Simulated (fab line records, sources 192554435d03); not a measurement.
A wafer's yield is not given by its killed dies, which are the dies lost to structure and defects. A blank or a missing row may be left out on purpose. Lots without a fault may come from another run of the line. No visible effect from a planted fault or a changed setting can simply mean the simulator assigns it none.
Which tool did it?	flow n5Finfet	72 wafers from 24 lots sampled at 3 of the route's 1938 steps

== WHAT THE GAUGES READ, wafer by wafer ==
N5_DUMMY_GATE_CD_MEAS_15: the cd target is 25.8 nm.
lot	measured	on	cdNm (nm)
L074	day 2 21:57	cdSem-01	24.68 24.81 24.94
L075	day 3 02:47	cdSem-03	24.68 24.84 25.35
L076	day 3 10:12	cdSem-03	24.29 24.51 24.59
L077	day 3 15:17	cdSem-03	24.51 25.05 24.69
L078	day 3 21:24	cdSem-01	25.01 24.90 25.29
L079	day 4 04:52	cdSem-03	24.59 24.73 24.73
L080	day 4 09:45	cdSem-03	24.85 24.98 24.99
L081	day 4 16:19	cdSem-03	25.06 24.90 25.49
L082	day 4 21:18	cdSem-01	24.70 24.98 24.81
L083	day 5 03:10	cdSem-02	25.06 24.73 24.85
L084	day 5 13:35	cdSem-03	25.23 24.81 24.76
L085	day 5 17:19	cdSem-03	25.53 24.83 24.94
L086	day 6 01:56	cdSem-01	24.99 25.01 25.05
L087	day 6 08:29	cdSem-03	24.94 25.12 25.27
L088	day 6 09:52	cdSem-03	25.15 25.44 24.84
L089	day 6 16:55	cdSem-02	25.21 25.14 24.79
L090	day 6 22:05	cdSem-03	24.65 24.92 24.48
L091	day 7 02:51	cdSem-01	24.93 25.00 25.33
L092	day 7 08:40	cdSem-03	24.49 25.05 25.04
L093	day 7 17:00	cdSem-03	25.07 24.90 25.27
L094	day 7 20:41	cdSem-03	25.24 25.12 24.97
L095	day 8 03:07	cdSem-01	24.71 24.61 24.94
L096	day 8 08:51	cdSem-02	24.82 24.96 24.73
L097	day 8 15:53	cdSem-02	25.15 25.12 25.19

N5_SD_EPI_N_EPI_MEAS_23.
lot	measured	on	thkNm (nm)
L074	day 3 03:44	filmMetro-02	59.3 59.7 59.2
L075	day 3 08:56	filmMetro-02	61.3 58.8 59.7
L076	day 3 16:20	filmMetro-02	56.9 57.5 58.4
L077	day 3 22:44	filmMetro-02	60.5 59.0 60.9
L078	day 4 03:58	filmMetro-01	59.0 59.0 59.6
L079	day 4 10:41	filmMetro-01	58.0 57.3 57.1
L080	day 4 15:49	filmMetro-01	59.0 59.0 58.8
L081	day 4 22:05	filmMetro-01	56.9 58.8 58.6
L082	day 5 02:56	filmMetro-01	61.3 59.8 60.1
L083	day 5 10:05	filmMetro-01	58.1 60.4 58.3
L084	day 5 19:23	filmMetro-01	59.7 58.8 60.9
L085	day 5 23:14	filmMetro-01	59.3 58.4 58.5
L086	day 6 07:55	filmMetro-02	59.8 61.1 57.2
L087	day 6 14:32	filmMetro-01	58.8 58.7 58.9
L088	day 6 15:52	filmMetro-02	56.5 57.6 59.6
L089	day 6 23:09	filmMetro-01	60.1 57.6 61.3
L090	day 7 03:47	filmMetro-01	61.0 57.4 58.2
L091	day 7 09:31	filmMetro-01	58.5 59.3 58.7
L092	day 7 15:11	filmMetro-01	61.2 60.2 57.6
L093	day 7 22:54	filmMetro-01	58.8 60.6 58.1
L094	day 8 02:24	filmMetro-02	60.2 60.2 58.2
L095	day 8 09:52	filmMetro-01	57.1 60.6 57.5
L096	day 8 15:25	filmMetro-02	57.1 57.6 58.8
L097	day 8 23:02	filmMetro-02	58.1 59.1 58.3

== EACH LOT AND THE TOOL THAT RAN IT (in order: tool; ch and the chambers of the sampled wafers; start) ==
lot	N5_SD_EPI_N_ETCHBACK_44
L074	rieDiel-06 ch 0,2,3, day 3 00:45
L075	rieDiel-02 ch 0,1,3, day 3 05:56
L076	rieDiel-03 ch 0,3, day 3 13:21
L077	rieDiel-06 ch 0,1,2, day 3 19:01
L078	rieDiel-02 ch 0,1,3, day 4 00:14
L079	rieDiel-06 ch 0,2,3, day 4 07:41
L080	rieDiel-02 ch 1,2, day 4 12:49
L081	rieDiel-02 ch 1,2,3, day 4 19:07
L082	rieDiel-06 ch 0,1,3, day 4 23:58
L083	rieDiel-03 ch 0,1,3, day 5 07:05
L084	rieDiel-02 ch 0,2,3, day 5 16:25
L085	rieDiel-02 ch 0,1,2, day 5 20:15
L086	rieDiel-02 ch 0,1, day 6 04:55
L087	rieDiel-02 ch 0,1,3, day 6 11:34
L088	rieDiel-02 ch 0,2,3, day 6 12:53
L089	rieDiel-06 ch 0,1, day 6 20:11
L090	rieDiel-06 ch 0,1,3, day 7 00:47
L091	rieDiel-06 ch 0,1,2, day 7 06:31
L092	rieDiel-03 ch 0,2,3, day 7 11:27
L093	rieDiel-03 ch 1,2, day 7 19:55
L094	rieDiel-02 ch 0,1,3, day 7 23:26
L095	rieDiel-03 ch 1,2, day 8 06:08
L096	rieDiel-03 ch 1,2, day 8 11:41
L097	rieDiel-06 ch 0,1, day 8 19:20
- N5_SD_EPI_N_ETCHBACK_44: etches SiNx in CH3F/O2, stops on SiO2, target depth 14.5 nm.

== WHAT THE TOOLS THEMSELVES READ (means of the sampled wafers that have a number; where no wafer has one, the mark that the record gives instead) ==
N5_SD_EPI_N_ETCHBACK_44.
lot	tool	drypumpMotorCurrentA (A)	oesProductAu (a.u.)	rfVppV (V)	showerheadPlenumPTorr (Torr)	throttleValvePct (%)
L074	rieDiel-06	5.78	0.65	292	1.97	16.34
L075	rieDiel-02	5.67	0.64	298	2.02	16.49
L076	rieDiel-03	5.66	0.73	297	1.99	16.21
L077	rieDiel-06	5.83	0.64	299	2.00	16.55
L078	rieDiel-02	5.69	0.64	298	2.02	16.50
L079	rieDiel-06	5.78	0.64	293	1.97	16.37
L080	rieDiel-02	5.55	0.63	301	2.02	16.37
L081	rieDiel-02	5.59	0.64	298	2.02	16.52
L082	rieDiel-06	5.50	0.65	299	2.00	16.38
L083	rieDiel-03	5.58	0.69	294	2.03	16.22
L084	rieDiel-02	5.53	0.63	297	1.99	16.45
L085	rieDiel-02	5.62	0.62	299	2.01	16.37
L086	rieDiel-02	5.68	0.62	300	2.01	16.39
L087	rieDiel-02	5.68	0.63	298	2.01	16.55
L088	rieDiel-02	5.52	0.62	297	1.98	16.48
L089	rieDiel-06	5.68	0.64	300	2.05	16.52
L090	rieDiel-06	5.48	0.63	299	1.99	16.41
L091	rieDiel-06	5.84	0.62	298	1.99	16.62
L092	rieDiel-03	5.86	0.67	296	2.00	16.23
L093	rieDiel-03	5.56	0.61	288	2.03	16.29
L094	rieDiel-02	5.67	0.62	298	2.01	16.58
L095	rieDiel-03	5.58	0.61	289	2.03	16.32
L096	rieDiel-03	5.85	0.61	291	2.01	16.29
L097	rieDiel-06	5.54	0.63	304	2.02	16.64

== THE ANSWER, worked out from the rows above alone ==
Rule: usual is defined by the lots themselves. The widest of any qualifying gaps counts: lots, ordered by their means at a reading, are off when they make up no more than a third of the lots, leave a main group of 4 or more, and stand apart from it by 3 or more times the standard deviation of that group's means. The tables above print the reading to a certain number of digits; a main group whose means all agree to those digits is not used. A lot without any number at a reading at which 4 lots or more have one is off too. The other lots that the step has rows for count as sound. Order of review: gauges by route order, followed by the tools' own readings, for which a lot's mean as printed above is used. The first step at which some lot is off is used, and at that step the reading that is off furthest; a lot without a number counts as furthest.
No lot is off on any of the readings shown, so nothing can be concluded from this.

== WHAT WAS PUT IN BY THE SIMULATOR ==
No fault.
